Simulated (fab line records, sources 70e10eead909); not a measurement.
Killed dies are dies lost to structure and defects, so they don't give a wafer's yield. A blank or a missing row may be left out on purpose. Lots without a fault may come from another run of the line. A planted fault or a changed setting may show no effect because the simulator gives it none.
Chamber matching | flow nand_harc | NHARC_A_WL_FILL_ALD_00 on ald_hk-01: 4 sister chambers
The step deposits Al2O3, target thk 3 nm, pulse time 3 s, ald cycles 30. 15 wafers are shown with their chamber, then 7 later ones without.

WAFERS WITH THEIR CHAMBER
wafer  | chamber | heater_power_w (W) | precursor_pulse_height_rel
L655.1 | 0       | 393                | 0.996
L655.4 | 2       | 473                | 0.999
L655.6 | 3       | 435                | 0.995
L656.1 | 2       | 482                | 0.990
L656.3 | 1       | 448                | 1.009
L656.6 | 1       | 454                | 0.998
L657.3 | 0       | 400                | 1.027
L657.4 | 2       | 475                | 1.009
L657.5 | 0       | 389                | 0.954
L658.3 | 2       | 477                | 0.971
L658.6 | 1       | 459                | 1.005
L660.3 | 3       | 440                | 1.003
L660.6 | 2       | 488                | 0.991
L667.1 | 1       | 464                | 0.983
L667.2 | 3       | 427                | 1.034

SIGNATURES (means of the wafers above)
reading                    | chamber 0 | chamber 1 | chamber 2 | chamber 3 | scatter within a chamber
heater_power_w             | 394.00    | 456.25    | 479.00    | 434.00    | 6.29
precursor_pulse_height_rel | 0.99233   | 0.99875   | 0.99200   | 1.01067   | 0.0207
Rule: a wafer's distance from a chamber is the root of the sum, over the readings, of the square of ((its reading less the chamber's mean) divided by the reading's scatter). The wafer belongs to the nearest chamber; if the next one is less than 2 further off, it can't be placed. The scatter: the root of (the sum of the squares of (reading less its chamber's mean) over the shown wafers, divided by (wafers less chambers)).

WAFERS WITHOUT THEIR CHAMBER
wafer  | heater_power_w (W) | precursor_pulse_height_rel
L667.6 | 492                | 0.996
L670.1 | 441                | 1.002
L670.5 | 436                | 1.048
L670.6 | 472                | 1.009
L675.1 | 401                | 1.029
L675.2 | 425                | 0.995
L675.6 | 446                | 1.017

WHICH CHAMBER EACH WENT THROUGH
wafer  | from the rows above     | in truth
L667.6 | 2                       | 2
L670.1 | can't be placed: 3 or 1 | 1
L670.5 | 3                       | 3
L670.6 | can't be placed: 2 or 1 | 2
L675.1 | 0                       | 0
L675.2 | 3                       | 3
L675.6 | can't be placed: 1 or 3 | 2
Placed correctly: 4 of 7. Can't be placed from these rows: 3 (the true chamber is among the candidates in 2). Placed wrongly: 0.
